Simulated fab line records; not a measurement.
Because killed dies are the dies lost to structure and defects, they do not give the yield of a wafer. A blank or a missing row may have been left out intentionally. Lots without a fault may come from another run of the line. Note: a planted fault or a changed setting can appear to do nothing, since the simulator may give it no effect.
2 desks looking at one fault	flow n5-finfet	each desk has only its own numbers; what lay behind them comes last

AT THE METROLOGY DESK
Lot by lot, what the gauges showed, no matter which tool ran the lot: averages of those sampled wafers that carry a number. A lot is out of limits, marked OUT, if its mean lies more than 4 standard deviations from the usual mean; the brackets give that distance.
Columns: A = cd-nm at N5_BEOL_M7_CD_MEAS_18, usual 40.1 nm
lot	first seen here	A
L699	day 9 12:28	39.7
L700	day 9 18:26	39.5
L704	day 10 22:27	40.1
L708	day 12 03:11	39.4
L709	day 12 06:40	39.8
L717	day 14 00:08	39.6
L718	day 14 07:23	40.3
L719	day 14 17:53	40.0
L722	day 15 00:02	40.4
L721	day 15 04:31	40.9
L720	day 15 04:45	40.9
This desk's finding: nothing out of limits on any of the 11 lots.

AT THE TOOL OWNER'S DESK: rie-diel-05
The tool's own readings at N5_BEOL_M7_ETCH_41 (etches SiCN in CH3F/O2, target depth 31.9 nm, time 57.8 s): means of the sampled wafers that have a number, for each lot that ran on this tool. A lot is out of limits, marked OUT, if its mean lies more than 4 standard deviations from the usual mean; the brackets give that distance.
Columns: A = drypump-motor-current-A at N5_BEOL_M7_ETCH_41, usual 5.7 A; B = oes-product-au at N5_BEOL_M7_ETCH_41, usual 0.80 a.u.; C = rf-fwd-power-W at N5_BEOL_M7_ETCH_41, usual 391.8 W; D = rf-vpp-V at N5_BEOL_M7_ETCH_41, usual 297.4 V; E = showerhead-plenum-p-Torr at N5_BEOL_M7_ETCH_41, usual 2.00 Torr; F = throttle-valve-pct at N5_BEOL_M7_ETCH_41, usual 16.22 %
lot	first seen here	A	B	C	D	E	F
L699	day 9 13:13	5.5	0.79	390.6	297.0	2.04	16.26
L700	day 9 19:16	5.7	0.68	391.4	297.5	1.99	16.49
L708	day 12 05:07	5.6	0.70	297.8 (-67) OUT	325.6 (+20) OUT	2.04	16.45
L709	day 12 07:58	5.3	0.66	298.3 (-67) OUT	325.1 (+20) OUT	1.99	16.28
This desk finds L708, L709 out of limits, L708 being first, at day 12 05:07 (rf-fwd-power-W at N5_BEOL_M7_ETCH_41). L699, L700: within limits.

PUT TOGETHER
An alarm could have come from the tool owner's desk at day 12 05:07, on L708, L709.
Nothing out of limits was seen by the metrology desk.
The metrology desk has L708, L709 on record, within its limits.
Of the lots named, all ran N5_BEOL_M7_ETCH_41 on rie-diel-05.

WHAT HAD BEEN PUT IN BY THE SIMULATOR
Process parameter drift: rie-diel-05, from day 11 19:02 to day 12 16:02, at N5_BEOL_M7_ETCH_41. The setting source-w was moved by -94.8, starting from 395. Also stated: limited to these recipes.
Shown lots that were struck: L708, L709.
Delay in hours, fault start to first out-of-limits reading, by desk: the tool owner's desk at 10.
